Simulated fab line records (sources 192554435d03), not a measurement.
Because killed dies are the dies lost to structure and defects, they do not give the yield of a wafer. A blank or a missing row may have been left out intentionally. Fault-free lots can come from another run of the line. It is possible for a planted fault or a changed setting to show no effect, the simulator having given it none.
Matching of chambers -- flow n5 finfet -- 3 sister chambers for N5_BEOL_M13_ILD_DEP_00 on pecvd-02
The step deposits SiOC from DEMS/O2, target thk 837.92 nm, time 166.4 s. 18 wafers are shown with their chamber, then 9 later ones without.

== WAFERS, EACH WITH ITS CHAMBER ==
wafer,chamber,showerhead plenum p Torr (Torr),heater power w (W),throttle valve pct (%)
L076.4,2,5.720,528,12.0
L076.5,0,5.699,438,11.4
L076.6,2,5.724,438,11.8
L077.1,2,5.727,422,11.8
L077.3,0,5.707,444,11.4
L077.6,2,5.733,482,11.7
L082.2,0,5.700,491,11.6
L082.3,2,5.717,502,12.1
L082.6,1,5.714,566,12.0
L084.1,2,5.741,527,11.9
L084.4,0,5.698,490,11.8
L084.6,1,5.698,585,12.1
L085.1,0,5.697,425,11.6
L085.4,1,5.703,518,11.9
L085.6,2,5.737,487,11.8
L091.2,1,5.690,562,11.7
L091.3,2,5.740,529,12.0
L091.4,0,5.694,489,11.3

SIGNATURES (means of the wafers above)
reading,chamber 0,chamber 1,chamber 2,scatter within a chamber
showerhead plenum p Torr,5.69917,5.70125,5.72987,0.00813
heater power w,462.83,557.75,489.38,35.5
throttle valve pct,11.517,11.925,11.887,0.16
Rule: for a wafer and a chamber, the distance is found by dividing, reading by reading, the gap between the wafer's reading and the chamber's mean by the reading's scatter, squaring, summing and taking the root. If the next closest chamber is less than 2 further off than the closest, the wafer can't be placed; otherwise it belongs to the closest. How the scatter is found: for the shown wafers, subtract from each reading the mean of its chamber, square and add these, divide the total by (wafers less chambers), then take the root.

== WAFERS MISSING THEIR CHAMBER ==
wafer,showerhead plenum p Torr (Torr),heater power w (W),throttle valve pct (%)
L092.2,5.710,468,11.7
L092.4,5.719,432,11.8
L092.6,5.693,494,11.6
L095.1,5.698,409,11.8
L095.2,5.732,462,12.0
L095.4,5.733,493,12.0
L097.1,5.717,451,11.6
L097.4,5.713,473,11.7
L097.5,5.718,437,12.1

== EACH ONE'S CHAMBER ==
wafer,from the rows above,in truth
L092.2,can't be placed: 0 or 2 or 1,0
L092.4,can't be placed: 2 or 0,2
L092.6,can't be placed: 0 or 1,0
L095.1,can't be placed: 0 or 1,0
L095.2,2,2
L095.4,2,2
L097.1,can't be placed: 0 or 2 or 1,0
L097.4,can't be placed: 0 or 2 or 1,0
L097.5,can't be placed: 2 or 1 or 0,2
2 of 9 placed correctly. These rows do not allow placing 7 (true chamber among the candidates in 7). Wrongly placed: 0.
